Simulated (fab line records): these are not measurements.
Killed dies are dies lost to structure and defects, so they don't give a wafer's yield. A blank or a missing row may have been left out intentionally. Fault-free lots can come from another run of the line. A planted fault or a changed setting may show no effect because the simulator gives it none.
The tool behind it: which one? -- flow n5 finfet -- 26 wafers from 10 lots sampled at 5 of the route's 1938 steps

WHAT THE GAUGES READ, wafer by wafer
N5_SD_EPI_P_CD_MEAS_09: target cd 240 nm. Usual: cd nm reads 239.7 nm (standard deviation 0.74).
lot,measured,on,cd nm (nm),flag
L225,day 3 09:42,cd sem-02,239.1 240.2 239.9,
L227,day 4 06:34,cd sem-02,239.8 238.8,
L229,day 4 15:05,cd sem-03,239.7 239.7 240.0,
L232,day 5 06:20,cd sem-01,240.1 239.8 239.3,
L233,day 5 11:39,cd sem-03,239.6 240.0,
L236,day 6 08:46,cd sem-01,240.0 240.1 239.7,
L242,day 7 23:04,cd sem-02,240.8 241.4,
L244,day 8 07:11,cd sem-03,239.7 239.4,
L246,day 8 20:43,cd sem-02,241.8 240.5 241.0,
L247,day 8 23:20,cd sem-02,239.3 238.7 238.6,

N5_BEOL_M4_RC_MEAS_101. Usual: DIBL_N 35.9 mV/V, standard deviation 1.6; DIBL_P 35.6 mV/V, standard deviation 2.1; IOFF_N 0.149 nA/um, standard deviation 0.029; IOFF_P 0.20 nA/um, standard deviation 0.033; ION_N 671 uA/um, standard deviation 11; ION_P 460 uA/um, standard deviation 7.3; SS_N 71.4 mV/dec, standard deviation 0.62; SS_P 73.2 mV/dec, standard deviation 0.65; VT_N 251 mV, standard deviation 3.1; VT_P -251 mV, standard deviation 3.4.
lot,measured,on,DIBL_N (mV/V),DIBL_P (mV/V),IOFF_N (nA/um),IOFF_P (nA/um),ION_N (uA/um),ION_P (uA/um),SS_N (mV/dec),SS_P (mV/dec),VT_N (mV),VT_P (mV),flag
L225,day 7 22:20,prober-01,36.1 36.0 34.9,35.7 36.3 33.9,0.154 0.150 0.130,0.20 0.22 0.18,668 666 672,459 460 459,71.1 71.1 70.7,73.1 73.1 73.0,253 252 253,-249 -248 -252,
L227,day 8 14:39,prober-02,35.5 34.7,36.8 35.0,0.138 0.136,0.18 0.16,668 668,454 452,71.2 71.5,73.5 72.3,251 253,-256 -256,
L229,day 9 07:43,prober-02,35.4 34.4 36.6,33.4 31.4 34.7,0.133 0.114 0.152,0.18 0.15 0.19,668 664 677,459 456 459,70.8 71.0 71.3,72.8 72.5 73.8,251 254 250,-251 -254 -251,
L232,day 9 17:02,prober-01,36.0 36.4 36.3,38.9 37.9 38.7,0.162 0.158 0.175,0.24 0.22 0.24,676 681 704,477 468 480,70.3 71.3 71.8,73.6 73.6 73.8,250 248 248,-247 -248 -245,
L233,day 10 06:55,prober-01,32.7 35.6,32.2 35.6,0.106 0.159,0.16 0.21,651 677,456 472,70.9 70.7,72.7 73.2,256 247,-254 -247,
L236,day 10 17:42,prober-02,37.6 37.4 33.8,37.5 37.5 32.5,0.173 0.169 0.115,0.20 0.19 0.14,676 675 655,456 458 450,71.4 71.1 70.4,73.9 73.7 72.9,248 248 251,-255 -254 -256,
L242,day 12 13:21,prober-02,36.1 35.1,35.8 34.6,0.131 0.127,0.18 0.16,667 680,457 464,71.2 70.7,73.6 73.3,255 251,-252 -255,
L244,day 12 19:40,prober-01,36.3 35.0,35.9 33.9,0.150 0.123,0.21 0.19,664 661,453 459,71.7 72.3,73.2 73.0,252 254,-248 -252,
L246,day 13 12:37,prober-02,36.8 38.7 39.1,35.2 38.1 38.4,0.157 0.199 0.213,0.21 0.26 0.27,681 683 697,468 467 475,70.7 71.9 72.5,73.0 73.8 74.2,253 245 244,-250 -244 -248,
L247,day 13 15:45,prober-02,34.6 34.9 35.7,34.7 33.6 34.8,0.133 0.135 0.154,0.19 0.16 0.19,665 679 681,458 461 459,71.8 71.3 71.5,72.8 72.4 73.6,251 252 250,-251 -253 -249,

EACH LOT AND THE TOOL THAT RAN IT (in order: tool; ch and the chambers of the sampled wafers; start)
lot,N5_SD_EPI_N_ETCH_16,N5_SD_EPI_N_VAPOR_ETCH_50,N5_SD_EPI_P_ETCH_36
L225,"rie diel-02 ch 0,1, day 3 05:59","epi rpcvd-01 ch 0, day 3 06:55","rie diel-04 ch 2,3, day 3 10:05"
L227,"rie diel-05 ch 0,3, day 4 02:50","epi rpcvd-02 ch 0, day 4 03:44","rie diel-03 ch 0,3, day 4 06:41"
L229,"rie diel-06 ch 1,2,3, day 4 10:44","epi rpcvd-03 ch 0, day 4 11:44","rie diel-03 ch 2,3, day 4 15:23"
L232,"rie diel-05 ch 0,2,3, day 5 01:49","epi rpcvd-01 ch 0, day 5 02:49","rie diel-01 ch 1,2,3, day 5 06:27"
L233,"rie diel-05 ch 0,1, day 5 07:55","epi rpcvd-03 ch 0, day 5 08:52","rie diel-04 ch 1,3, day 5 11:46"
L236,"rie diel-06 ch 1,2,3, day 6 05:02","epi rpcvd-03 ch 0, day 6 05:57","rie diel-01 ch 0,2,3, day 6 08:58"
L242,"rie diel-05 ch 0,2, day 7 19:18","epi rpcvd-02 ch 0, day 7 20:15","rie diel-03 ch 0,3, day 7 23:16"
L244,"rie diel-06 ch 0,3, day 8 03:10","epi rpcvd-01 ch 0, day 8 04:08","rie diel-03 ch 1,2, day 8 07:19"
L246,"rie diel-02 ch 0,1,2, day 8 16:59","epi rpcvd-01 ch 0, day 8 17:53","rie diel-03 ch 1,3, day 8 20:55"
L247,"rie diel-05 ch 1,2,3, day 8 19:19","epi rpcvd-02 ch 0, day 8 20:11","rie diel-01 ch 1,3, day 8 23:28"
- N5_SD_EPI_N_ETCH_16: etches SiO2 in CHF3/O2, target depth 5 nm.
- N5_SD_EPI_N_VAPOR_ETCH_50: etches Si in HCl, time 54 s.
- N5_SD_EPI_P_ETCH_36: etches SiARC in CF4, target depth 45.5 nm, time 75.8 s.

AS READ BY THE TOOLS THEMSELVES (means over the sampled wafers that have a number; for cases with no such wafer, the mark the record gives instead)
N5_SD_EPI_N_ETCH_16. Usual: drypump motor current A 5.7 A, standard deviation 0.46; oes product au 0.80 a.u., standard deviation 0.061; rf vpp V 523 V, standard deviation 11; showerhead plenum p Torr 2.46 Torr, standard deviation 0.041; throttle valve pct 18.91 %, standard deviation 0.24.
lot,tool,drypump motor current A (A),oes product au (a.u.),rf vpp V (V),showerhead plenum p Torr (Torr),throttle valve pct (%),flag
L225,rie diel-02,6.4,0.86,519,2.50,18.79,
L227,rie diel-05,5.5,0.84,525,2.49,18.85,
L229,rie diel-06,5.6,0.80,519,2.46,18.91,
L232,rie diel-05,5.3,0.81,527,2.49,18.78,
L233,rie diel-05,5.8,0.85,535,2.46,19.08,
L236,rie diel-06,5.6,0.79,519,2.46,18.94,
L242,rie diel-05,5.2,0.78,533,2.46,18.93,
L244,rie diel-06,6.1,0.76,520,2.42,19.17,
L246,rie diel-02,5.9,0.76,516,2.44,19.02,
L247,rie diel-05,5.5,0.79,529,2.48,18.78,

N5_SD_EPI_N_VAPOR_ETCH_50. Usual: throttle valve pct reads 11.9 % (standard deviation 0.39).
lot,tool,throttle valve pct (%),flag
L225,epi rpcvd-01,12.3,
L227,epi rpcvd-02,11.8,
L229,epi rpcvd-03,11.6,
L232,epi rpcvd-01,12.5,
L233,epi rpcvd-03,11.7,
L236,epi rpcvd-03,11.7,
L242,epi rpcvd-02,11.7,
L244,epi rpcvd-01,12.5,
L246,epi rpcvd-01,12.4,
L247,epi rpcvd-02,11.7,

N5_SD_EPI_P_ETCH_36. Usual: drypump motor current A 5.6 A, standard deviation 0.4; etch rf on time s 75.9 s, standard deviation 1.1; oes product au 0.64 a.u., standard deviation 0.046; rf vpp V 184.1 V, standard deviation 1.1; showerhead plenum p Torr 2.15 Torr, standard deviation 0.066; throttle valve pct 15.72 %, standard deviation 0.27.
lot,tool,drypump motor current A (A),etch rf on time s (s),oes product au (a.u.),rf vpp V (V),showerhead plenum p Torr (Torr),throttle valve pct (%),flag
L225,rie diel-04,5.9,75.5,0.63,184.1,2.16,15.79,
L227,rie diel-03,5.5,75.2,0.66,185.4,2.24,15.79,
L229,rie diel-03,5.4,74.7,0.67,183.2,2.13,15.85,
L232,rie diel-01,6.0,76.4,0.68,184.1,2.13,15.49,
L233,rie diel-04,6.0,74.9,0.61,183.6,2.13,15.99,
L236,rie diel-01,5.7,76.1,0.62,183.9,2.13,15.77,
L242,rie diel-03,5.5,63.3,0.71,186.2,2.23,15.88,OFF
L244,rie diel-03,5.6,63.8,0.73,183.7,2.10,15.86,OFF
L246,rie diel-03,5.6,68.2,0.69,184.4,2.17,15.83,OFF
L247,rie diel-01,5.9,77.3,0.66,183.4,2.09,15.50,

THE ANSWER, worked out from the rows above alone
Rule: a lot counts as off when the mean over its wafers that have a number is more than 3 standard deviations away from the usual mean. A lot without any number at a reading at which 4 lots or more have one is off too. Any other lot the step has rows for is counted as sound. First the gauges in route order, then the tools' own readings, where a lot's mean is used as printed above. At the first step where some lot is off, the reading lying furthest off is the one used; lots without a number count as furthest.
Off: L242, L244, L246, at N5_SD_EPI_P_ETCH_36 (etch rf on time s).
If a tool, at that step or one of the process steps before it, ran each lot that is off and ran no sound lot following the first of them, it fits. One fits: rie diel-03 at N5_SD_EPI_P_ETCH_36. Its last sound lot is L229 (day 4 15:23), its first lot that is off L242 (day 7 23:16): a fault that began between those two fits.
On the lots that are off, the tool's own readings at N5_SD_EPI_P_ETCH_36 differ by more than 5 times the standard deviation of the sound lots' means, which bears it out; etch rf on time s reads 65.1 s there versus 75.7 s on the sound lots.

WHAT HAD BEEN PUT IN BY THE SIMULATOR
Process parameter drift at N5_SD_EPI_P_ETCH_36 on rie diel-03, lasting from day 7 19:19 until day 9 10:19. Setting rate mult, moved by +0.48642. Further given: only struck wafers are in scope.
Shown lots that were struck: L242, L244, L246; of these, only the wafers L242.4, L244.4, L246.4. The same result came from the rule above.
